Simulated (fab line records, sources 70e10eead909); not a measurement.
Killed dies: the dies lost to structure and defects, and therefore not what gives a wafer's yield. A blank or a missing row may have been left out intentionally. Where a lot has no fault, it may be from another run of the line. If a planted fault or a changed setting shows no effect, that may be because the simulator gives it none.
A lot that was struck, set against a sound lot | flow nandHarc | 14 out of 1159 route steps
Sound: these wafers, L648.3, L648.4, L648.5. Struck: wafer L655.4. (L655.1 of the same lot was not struck and is left out.) The cause comes at the end.
Order at every step that has rows: each side's tool, ch and its chambers, its first start. Under that, the readings that differ: sound wafers | struck wafers | difference of the means | sigmas: that difference in standard deviations of wafers without a fault.
alike: same words and numbers on both sides, and readings whose means sit less than 2 such deviations apart. not compared: any withheld reading, any reading some wafer has no value for, any bound like >300 that may hide the same value, and any number with overlapping values for which the record gives no deviation.
The two part at a step that has a row with sigmas, a row that says differs or no value, or rows on one side only. Non-overlapping numbers with no deviation appear without sigmas and do not part them. A reading that every wafer of one side lacks parts them only if that side has two wafers or more.

NHARC_A_SOURCE_PLATE_THK_MEAS_06: measures by ellipsometry.
  sound on filmMetro-01, day 8 01:02; struck on filmMetro-01, day 9 16:23
  alike: thkNm
NHARC_A_SOURCE_PLATE_INSPECT_08:
  sound on defectInspect-01, day 8 01:06; struck on defectInspect-02, day 9 16:28
  alike: rawDefectCount
then, 1 step without rows for these wafers: NHARC_A_ONON_D1_DEP_00 (target thk 1000 nm).
NHARC_A_ONON_D1_THK_MEAS_02: measures by ellipsometry.
  sound on filmMetro-02, day 8 01:41; struck on filmMetro-01, day 9 17:03
  alike: thkNm
then, 1 step without rows for these wafers: NHARC_A_ONON_D1_DEP_03 (target thk 1000 nm).
NHARC_A_ONON_D1_THK_MEAS_05: measures by ellipsometry.
  sound on filmMetro-01, day 8 02:15; struck on filmMetro-01, day 9 17:37
reading    | sound       | struck | difference | sigmas
thkNm (nm) | 991 990 992 | 1015   | +24        | +3
then, 1 step without rows for these wafers: NHARC_A_ONON_D1_DEP_06 (target thk 1000 nm).
NHARC_A_ONON_D1_THK_MEAS_08: measures by ellipsometry.
  sound on filmMetro-02, day 8 02:49; struck on filmMetro-01, day 9 18:11
  alike: thkNm
then, 1 step without rows for these wafers: NHARC_A_ONON_D1_DEP_09 (target thk 1000 nm).
NHARC_A_ONON_D1_THK_MEAS_11: measures by ellipsometry.
  sound on filmMetro-01, day 8 03:23; struck on filmMetro-02, day 9 18:45
  alike: thkNm
NHARC_A_ONON_D1_DEP_12: target thk 1000 nm.
  sound on pecvdOnon-03 ch 0, day 8 03:35; struck on pecvdOnon-03 ch 0, day 9 18:48
NHARC_A_ONON_D1_THK_MEAS_14: measures by ellipsometry.
  sound on filmMetro-02, day 8 03:59; struck on filmMetro-02, day 9 19:19
reading    | sound         | struck | difference | sigmas
thkNm (nm) | 999 1000 1000 | 942    | -58        | -6
then, 1 step without rows for these wafers: NHARC_A_ONON_D1_ANNEAL_15 (time 3600 s).
-- the record jumps here: 12 days lie between the struck wafers' starts before and after (it left off in module A_ONON_D1 and takes up again in module END, whose first step shown is number 1159 of the route) --
NHARC_END_SORT_01:
  only the struck wafers appear in the record here, on prober-02 ch 0 at day 21 20:26; the sound ones have no rows

== WHERE THEY PART ==
First at NHARC_A_ONON_D1_THK_MEAS_05; last, within this record, at NHARC_END_SORT_01.

WHY: what had been put in by the simulator
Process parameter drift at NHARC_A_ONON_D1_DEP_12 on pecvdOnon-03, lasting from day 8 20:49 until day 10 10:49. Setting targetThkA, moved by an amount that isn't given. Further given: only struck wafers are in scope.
